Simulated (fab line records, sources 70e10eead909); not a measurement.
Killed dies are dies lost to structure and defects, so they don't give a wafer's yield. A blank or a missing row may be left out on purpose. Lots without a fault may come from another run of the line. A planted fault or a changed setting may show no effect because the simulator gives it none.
fab line records | flow nand_harc
record lots=13 wafers=39 last_day=34
route steps=1302 shown A_STAIRCASE@810 THIN_TSV@1267 END@1302
lots that met no fault: from a run of the same line without faults
start_h: hours from the record's first day to the start of the lot's first wafer shown | wait_h: hours since the lot's step before | " the same as in the row above | L1.1+2: a row that stands for several wafers | - no value, or no start given | * or withheld: withheld | < > ~ a bound
route shown NAME@n: a module of which the file shows steps, and the number in the route of the first | usual: mean/standard deviation of fault-free wafers | same: alike in all rows | chamber/n: place in a boat | sites: the reading at each site | _std_site: their standard deviation | _edge_site: outer sites' mean less inner sites' | radius_mm: how far each site lies from the wafer's centre | mask NAME#n: copy n | behind: the tool/chamber that last shaped the wafer | hold: why the lot was held/for how many hours/how that ended | device: the transistor (n, p or np) that didn't switch | end of line: the same wafers' tests at the end of the route | a step without rows: its recipe alone | killed: dies lost to structure and defects at the first sort, not the wafer's yield | map: a wafer's dies, x killed, . not, _ none there
set.NAME: the setting as run; set.NAME@STEP: as run at that earlier step | model.NAME: the simulator's own value behind a step, which no gauge read
steps of the route over a sample of lots; a table a step, a row a wafer
services: from which hour (start_h, from the record's first day; less than 0 if before it) a tool's chamber was out of use, for how many hours, and why
## steps
# step NHARC_A_STAIRCASE_STRIP_461
# recipe o2_flow_sccm=400 cos_flow_sccm=20 ar_flow_sccm=0 bias_w=0 chemistry=O2/COS
# columns lot.wafer tool chamber start_h wait_h
L187.2+1+5 rie_diel-13 0,3,0 385.17 -
L188.1+3+4 rie_diel-02 0,1,2 386.28 -
L191.3+4+6 rie_diel-02 2,1,3 414.39 -
L190.4+2+1 rie_diel-13 0,2,3 415.22 -
L194.4+1+6 rie_diel-13 3,0,1 448.19 -
L199.2+4+1 rie_diel-13 3,0,1 478.89 -
L197.3+2+4 rie_diel-13 3,0,1 481.54 -
L202.4+3+5 rie_diel-02 0,1,0 522.46 -
L203.4+1+6 rie_diel-01 3,1,3 536.68 -
L207.2+6+5 rie_diel-13 2,2,3 574.90 -
L208.3+2+6 rie_diel-02 2,3,2 593.67 -
L209.1+3+6 rie_diel-01 2,3,3 595.16 -
L210.2+6+5 rie_diel-13 3,0,1 613.39 -
# step NHARC_THIN_TSV_DEP_47
# recipe target_thk_a=2000 temp_c=withheld pressure_torr=6.5 rf_w=900 teos_flow_sccm=161.4 flow_sccm=2650 target_thk_nm=200 gas=O2 material=SiO2
# usual throttle_valve_pct=15.8/0.41
# columns lot.wafer tool chamber start_h wait_h throttle_valve_pct
L188.3 pecvd-01 1 548.42 - 15.5
L188.1 " 2 " " 16.0
L188.4 " 0 " " 16.1
L187.2 pecvd-02 2 554.96 - 16.8
L187.1 " 0 " " 15.9
L187.5 " 1 " " 15.8
L191.3 pecvd-01 1 578.06 - 15.7
L191.4 " 0 " " 16.1
L191.6 " 1 " " 15.8
L190.2 pecvd-01 1 579.20 - 15.6
L190.1 " 2 " " 16.1
L190.4 " 0 " " 15.7
L194.1 pecvd-03 0 608.29 - 15.6
L194.6 " 2 " " 15.2
L194.4 " 0 " " 15.8
L197.2 pecvd-03 2 651.88 - 15.2
L197.3 " 0 " " 15.8
L197.4 " 1 " " 16.3
L199.1 pecvd-03 0 653.17 - 15.9
L199.2 " 1 " " 16.1
L199.4 " 2 " " 15.3
L202.3 pecvd-03 2 690.99 - 15.5
L202.4 " 0 " " 16.0
L202.5 " 2 " " 15.4
L203.1 pecvd-02 2 701.20 - 16.4
L203.4 " 2 " " 16.4
L203.6 " 0 " " 16.0
L207.2 pecvd-02 0 733.87 - 16.2
L207.6 " 0 " " 16.1
L207.5 " 1 " " 15.5
L209.3 pecvd-02 0 757.93 - 16.2
L209.1 " 1 " " 15.3
L209.6 " 2 " " 16.2
L208.3 pecvd-02 0 759.18 - 16.0
L208.2 " 1 " " 15.3
L208.6 " 2 " " 16.6
L210.2 pecvd-03 0 787.84 - 15.8
L210.5 " 0 " " 15.7
L210.6 " 1 " " 15.8
# step NHARC_THIN_TSV_PRE_CLEAN_50
# recipe time_s=30 temp_c=280 gas=H2/He
# usual heater_power_w=393/44
# same time_s=30
# columns lot.wafer tool chamber start_h wait_h heater_power_w
L188.1 pvd_sputter-02 - - - 428
L188.3 " - " " 458
L188.4 " - " " 398
L187.1 pvd_sputter-03 - - - 371
L187.2 " - " " 369
L187.5 " - " " 369
L191.4 pvd_sputter-03 - - - 366
L191.3 " - " " 366
L191.6 " - " " 368
L190.1 pvd_sputter-03 - - - 365
L190.2 " - " " 384
L190.4 " - " " 369
L194.4 pvd_sputter-01 - - - 497
L194.1 " - " " 370
L194.6 " - " " 414
L197.2 pvd_sputter-01 - - - 399
L197.4 " - " " 411
L197.3 " - " " 375
L199.4 pvd_sputter-01 - - - 488
L199.1 " - " " 372
L199.2 " - " " 398
L202.4 pvd_sputter-02 - - - 305
L202.3 " - " " 460
L202.5 " - " " 387
L203.4 pvd_sputter-03 - - - 367
L203.1 " - " " 388
L203.6 " - " " 366
L207.2 pvd_sputter-03 - - - 391
L207.6 " - " " 406
L207.5 " - " " 341
L209.3 pvd_sputter-02 - - - 467
L209.1 " - " " 309
L209.6 " - " " 472
L208.2 pvd_sputter-03 - - - 342
L208.3 " - " " 361
L208.6 " - " " 364
L210.2 pvd_sputter-03 - - - 402
L210.6 " - " " 368
L210.5 " - " " 360
# step NHARC_THIN_TSV_CD_MEAS_33
# recipe target_cd_nm=5000 landing_energy_ev=500
# usual cd_nm=4999.6/2.3
# columns lot.wafer tool chamber start_h wait_h cd_nm
L188.1 cd_sem-01 0 552.48 - 5000.5
L188.3 " 0 " " 5002.0
L188.4 " 0 " " 4999.5
L187.1 cd_sem-02 0 558.97 - 4999.7
L187.2 " 0 " " 5003.1
L187.5 " 0 " " 5003.2
L191.3 cd_sem-01 0 581.96 - 4994.6
L191.4 " 0 " " 4996.6
L191.6 " 0 " " 4998.5
L190.1 cd_sem-01 0 583.21 - 4995.6
L190.2 " 0 " " 4998.7
L190.4 " 0 " " 4995.4
L194.1 cd_sem-01 0 612.32 - 5000.3
L194.4 " 0 " " 5000.4
L194.6 " 0 " " 4998.2
L197.2 cd_sem-02 0 655.84 - 5000.4
L197.3 " 0 " " 4997.2
L197.4 " 0 " " 4998.7
L199.1 cd_sem-01 0 657.14 - 5000.7
L199.2 " 0 " " 4999.9
L199.4 " 0 " " 4999.7
L202.3 cd_sem-02 0 695.14 - 5001.0
L202.4 " 0 " " 4999.6
L202.5 " 0 " " 4996.2
L203.1 cd_sem-02 0 705.59 - 5000.3
L203.4 " 0 " " 5002.7
L203.6 " 0 " " 5000.6
L207.2 cd_sem-03 0 737.92 - 5001.7
L207.5 " 0 " " 5000.4
L207.6 " 0 " " 5000.6
L209.1 cd_sem-03 0 762.08 - 4996.4
L209.3 " 0 " " 4998.3
L209.6 " 0 " " 5000.1
L208.2 cd_sem-02 0 763.24 - 5000.8
L208.3 " 0 " " 4998.5
L208.6 " 0 " " 5002.0
L210.2 cd_sem-03 0 791.99 - 4998.3
L210.5 " 0 " " 4998.6
L210.6 " 0 " " 5001.3
# step NHARC_END_SORT_01
# recipe temp_c=25
# usual killed_at_array=58/19 killed_at_other=1.1/1.2 killed_at_periphery=3.8/2.4 killed_dies=63/18 killed_open=3.3/1.8 killed_short=2.2/1.6
# same gross_dies=677
# columns lot.wafer tool chamber start_h wait_h killed_at_array killed_at_other killed_at_periphery killed_dies killed_open killed_short
L187.1 prober-02 0 568.07 2.5 52 0 4 56 3 2
L187.2 prober-02 0 568.88 2.8 56 0 4 60 3 6
L187.5 prober-02 0 571.30 3.7 83 1 0 84 1 3
L197.2 prober-02 0 667.18 2.8 68 2 6 76 7 6
L197.3 prober-02 0 667.99 3.1 149 1 1 151 0 3
L197.4 prober-02 0 668.80 3.4 49 1 1 51 6 0
L199.1 prober-01 0 668.78 2.4 56 0 6 62 4 3
L199.2 prober-01 0 669.57 2.8 50 2 0 52 3 3
L199.4 prober-01 0 671.16 3.4 53 0 2 55 3 2
L202.3 prober-01 0 706.10 3.1 68 0 3 71 7 1
L202.4 prober-01 0 706.88 3.4 81 0 5 86 2 1
L202.5 prober-01 0 707.67 3.6 67 0 8 75 5 0
L203.1 prober-02 0 714.62 2.5 71 0 5 76 3 3
L203.4 prober-02 0 716.98 3.4 62 0 5 67 6 2
L203.6 prober-02 0 718.55 3.9 72 0 1 73 0 0
# killed by level:class
L187.1 A_CHANNEL_HOLE_D2:chamber_film_flake=22 A_CHANNEL_HOLE_D1:chamber_film_flake=15 A_WL_FILL:chamber_film_flake=5 A_SGD_CUT:chamber_film_flake=3 A_CONTACT:chamber_film_flake=3 P_GATE:geometric_particle:open=2 A_CHANNEL_FILL_D1:geometric_particle:short=2 A_CHANNEL_FILL_D1:geometric_particle:open=1
L187.2 A_CHANNEL_HOLE_D2:chamber_film_flake=29 A_CHANNEL_HOLE_D1:chamber_film_flake=14 A_WL_FILL:geometric_particle:short=4 A_CHANNEL_FILL_D1:geometric_particle:open=2 A_M0:geometric_particle:short=2 P_GATE:chamber_film_flake=2 P_CONTACT:chamber_film_flake=2 A_SGD_CUT:chamber_film_flake=2
L187.5 A_CHANNEL_HOLE_D2:chamber_film_flake=35 A_CHANNEL_HOLE_D1:chamber_film_flake=27 A_STAIRCASE:chamber_film_flake=5 A_CONTACT:chamber_film_flake=5 A_WL_FILL:chamber_film_flake=3 A_CHANNEL_FILL_D1:chamber_film_flake=2 A_SGD_CUT:chamber_film_flake=2 A_CHANNEL_FILL_D1:geometric_particle:short=1
L197.2 A_CHANNEL_HOLE_D1:chamber_film_flake=34 A_CHANNEL_HOLE_D2:chamber_film_flake=18 A_SLIT:chamber_film_flake=3 A_ONON_D1:geometric_particle:open=2 A_WL_FILL:geometric_particle:short=2 P_GATE:chamber_film_flake=2 A_STAIRCASE:chamber_film_flake=2 THIN_TSV:chamber_film_flake=2
L197.3 A_STAIRCASE:unspecified=92 A_CHANNEL_HOLE_D1:chamber_film_flake=31 A_CHANNEL_HOLE_D2:chamber_film_flake=15 A_CHANNEL_FILL_D1:chamber_film_flake=2 A_DECK1_JOINT:chamber_film_flake=2 A_CONTACT:chamber_film_flake=2 A_CHANNEL_HOLE_D1:geometric_particle:short=1 A_CHANNEL_FILL_D1:geometric_particle:short=1
L199.1 A_SLIT:chamber_film_flake=31 A_CONTACT:chamber_film_flake=5 A_CHANNEL_HOLE_D1:chamber_film_flake=3 A_CHANNEL_HOLE_D2:chamber_film_flake=3 A_CHANNEL_FILL_D2:chamber_film_flake=3 A_M1:chamber_film_flake=3 P_GATE:geometric_particle:short=1 P_GATE:geometric_particle:open=1
L197.4 A_CHANNEL_HOLE_D1:chamber_film_flake=29 A_CHANNEL_HOLE_D2:chamber_film_flake=12 A_CONTACT:chamber_film_flake=2 A_CHANNEL_FILL_D1:geometric_particle:open=1 A_DECK1_JOINT:geometric_particle:open=1 A_ONON_D2:geometric_particle:open=1 A_CONTACT:geometric_particle:open=1 A_M1:geometric_particle:open=1
L199.2 A_SLIT:chamber_film_flake=38 A_CHANNEL_FILL_D1:geometric_particle:open=2 A_CHANNEL_HOLE_D1:chamber_film_flake=2 THIN_TSV:chamber_film_flake=2 A_CHANNEL_HOLE_D1:geometric_particle:open=1 A_CHANNEL_FILL_D1:geometric_particle:short=1 A_CHANNEL_FILL_D2:geometric_particle:short=1 A_WL_FILL:geometric_particle:short=1
L199.4 A_SLIT:chamber_film_flake=29 A_CHANNEL_HOLE_D1:chamber_film_flake=10 A_CHANNEL_HOLE_D2:chamber_film_flake=3 A_CONTACT:chamber_film_flake=3 A_M1:chamber_film_flake=2 P_GATE:geometric_particle:open=1 A_SOURCE_PLATE:geometric_particle:open=1 A_ONON_D1:geometric_particle:short=1
L202.3 A_SLIT:chamber_film_flake=36 A_CHANNEL_HOLE_D1:chamber_film_flake=21 A_ONON_D2:geometric_particle:open=2 A_M0:geometric_particle:open=2 P_BONDPAD:chamber_film_flake=2 A_STAIRCASE:chamber_film_flake=2 P_M0:geometric_particle:short=1 A_CHANNEL_FILL_D1:geometric_particle:open=1
L202.4 A_CHANNEL_HOLE_D1:chamber_film_flake=36 A_SLIT:chamber_film_flake=34 A_STAIRCASE:chamber_film_flake=4 P_M1:chamber_film_flake=2 A_SOURCE_PLATE:geometric_particle:short=1 A_CHANNEL_FILL_D1:geometric_particle:open=1 A_M0:geometric_particle:open=1 P_GATE:chamber_film_flake=1
L202.5 A_SLIT:chamber_film_flake=30 A_CHANNEL_HOLE_D1:chamber_film_flake=28 P_BONDPAD:chamber_film_flake=4 P_M1:chamber_film_flake=2 P_M0:geometric_particle:open=1 A_ONON_D2:geometric_particle:open=1 A_CHANNEL_FILL_D2:geometric_particle:open=1 A_BLC:geometric_particle:open=1
L203.1 A_CHANNEL_HOLE_D1:chamber_film_flake=32 A_CHANNEL_HOLE_D2:chamber_film_flake=22 A_CHANNEL_FILL_D2:chamber_film_flake=4 P_GATE:chamber_film_flake=3 A_SLIT:chamber_film_flake=3 A_BLC:geometric_particle:open=2 A_STAIRCASE:chamber_film_flake=2 A_SGD_CUT:chamber_film_flake=2
L203.4 A_CHANNEL_HOLE_D1:chamber_film_flake=29 A_CHANNEL_HOLE_D2:chamber_film_flake=14 A_STAIRCASE:chamber_film_flake=6 P_STI:geometric_particle:open=2 A_SLIT:chamber_film_flake=2 A_WL_FILL:chamber_film_flake=2 A_ONON_D1:geometric_particle:open=1 A_ONON_D2:geometric_particle:open=1
L203.6 A_CHANNEL_HOLE_D2:chamber_film_flake=28 A_CHANNEL_HOLE_D1:chamber_film_flake=26 A_CHANNEL_FILL_D2:chamber_film_flake=5 A_SLIT:chamber_film_flake=5 A_STAIRCASE:chamber_film_flake=3 A_CONTACT:chamber_film_flake=2 P_BONDPAD:chamber_film_flake=1 A_SGD_CUT:chamber_film_flake=1
## services
# columns tool chamber start_h hours kind
pecvd-03 - 366.14 13.0 pm
rie_diel-13 1 378.30 5.1 repair
rie_diel-13 3 391.08 21.6 repair
pecvd-02 - 408.33 13.0 pm
pecvd-02 - 453.86 0.6 repair
rie_diel-13 1 492.24 6.6 repair
rie_diel-13 0 495.00 16.7 repair
rie_diel-13 - 519.06 9.0 pm
pvd_sputter-03 - 526.86 10.0 pm
pecvd-03 - 547.14 13.0 pm
pecvd-02 0 580.97 14.6 repair
pecvd-02 - 589.33 13.0 pm
rie_diel-13 0 622.90 4.5 repair
pvd_sputter-03 - 640.70 7.9 repair
pecvd-03 1 682.11 12.9 repair
rie_diel-13 3 696.02 6.8 repair
rie_diel-13 - 696.06 9.0 pm
pvd_sputter-03 - 704.86 10.0 pm
rie_diel-13 3 717.71 16.0 repair
pvd_sputter-03 - 732.50 1.7 repair
rie_diel-13 0 739.94 11.8 repair
pvd_sputter-03 - 752.93 2.7 repair
rie_diel-13 0 762.42 6.2 repair
rie_diel-13 3 777.65 11.8 repair
## key
first_sign step=NHARC_END_SORT_01 reading=killed_at_array direction=up sigmas=4.8 usual=58 struck=149
effect step=NHARC_END_SORT_01 reading=killed_dies direction=up sigmas=4.7 usual=63 struck=151
more_kills_born_at NHARC_A_STAIRCASE_STRIP_461@rie_diel-13=92
met_at NHARC_A_STAIRCASE_STRIP_461
struck_lots L197
struck_wafers L197.3
tester_left_out L197
not_acting_at NHARC_THIN_TSV_DEP_47,NHARC_THIN_TSV_PRE_CLEAN_50,NHARC_THIN_TSV_CD_MEAS_33
onset_between 478.89 481.54
fault kind=chamber_particle_source tool=rie_diel-13 chamber=3 onset_h=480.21 steps=NHARC_A_STAIRCASE_STRIP_461 rate_per_visit_cm2=1.2546 end_h=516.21
# tester_left_out: of these lots the tester's yield and bins aren't shown, on N5 and GAA mostly nor the transistor test; their killed dies are dies lost to structure and defects alone, not to doping, threshold or leakage, so they don't give the yield
